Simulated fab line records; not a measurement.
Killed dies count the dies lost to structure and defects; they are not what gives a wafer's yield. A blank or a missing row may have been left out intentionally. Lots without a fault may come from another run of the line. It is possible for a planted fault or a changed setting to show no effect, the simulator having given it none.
Chamber matching	flow n5 finfet	rie diel-04 running N5_STI_FIN_REVEAL_ETCHBACK_08: 4 sister chambers
The step etches SiO2 in C4F6/O2, target depth 30.5 nm, time 10.167 s. 18 wafers are shown with their chamber, then 9 later ones without.

## WAFERS, EACH WITH ITS CHAMBER
wafer	chamber	drypump motor current A (A)	throttle valve pct (%)	rf vpp V (V)
L076.3	2	5.5	21.05	688
L076.4	1	6.1	20.90	670
L076.5	3	5.7	21.23	673
L077.2	0	6.4	21.81	649
L077.3	3	5.7	21.21	673
L077.6	0	6.4	21.80	648
L078.1	0	6.4	21.81	649
L078.3	3	5.7	21.24	676
L078.6	0	6.4	21.80	646
L082.1	0	6.4	21.81	647
L082.2	1	6.1	20.93	672
L082.3	3	5.7	21.25	674
L087.2	0	6.4	21.82	648
L087.5	2	5.4	21.08	688
L087.6	3	5.7	21.27	674
L093.1	0	6.4	21.85	647
L093.2	3	5.7	21.28	676
L093.5	0	6.4	21.86	648

SIGNATURES (averages over the wafers above)
reading	chamber 0	chamber 1	chamber 2	chamber 3	scatter within a chamber
drypump motor current A	6.400	6.100	5.450	5.700	0.0189
throttle valve pct	21.8200	20.9150	21.0650	21.2467	0.0237
rf vpp V	647.75	671.00	688.00	674.33	1.16
Rule: distance of a wafer from a chamber = root of the sum over the readings of ((wafer's reading minus chamber's mean) / reading's scatter) squared. If the next closest chamber is less than 2 further off than the closest, the wafer can't be placed; otherwise it belongs to the closest. The scatter is the square root of a quotient: the sum, over the shown wafers, of each reading's squared deviation from its chamber's mean, divided by wafers minus chambers.

## WAFERS WITH NO CHAMBER GIVEN
wafer	drypump motor current A (A)	throttle valve pct (%)	rf vpp V (V)
L094.1	6.1	20.96	671
L094.2	5.7	21.28	673
L094.6	5.7	21.28	672
L095.1	6.4	21.86	648
L095.3	5.5	21.10	687
L095.5	5.7	21.28	674
L096.1	5.5	21.09	688
L096.2	5.7	21.30	675
L096.3	6.1	20.97	670

## THE CHAMBER EACH PASSED THROUGH
wafer	from the rows above	in truth
L094.1	1	1
L094.2	3	3
L094.6	3	3
L095.1	0	0
L095.3	2	2
L095.5	3	3
L096.1	2	2
L096.2	3	3
L096.3	1	1
Placed correctly: 9 of 9. From these rows, 0 cannot be placed. 0 placed wrongly.
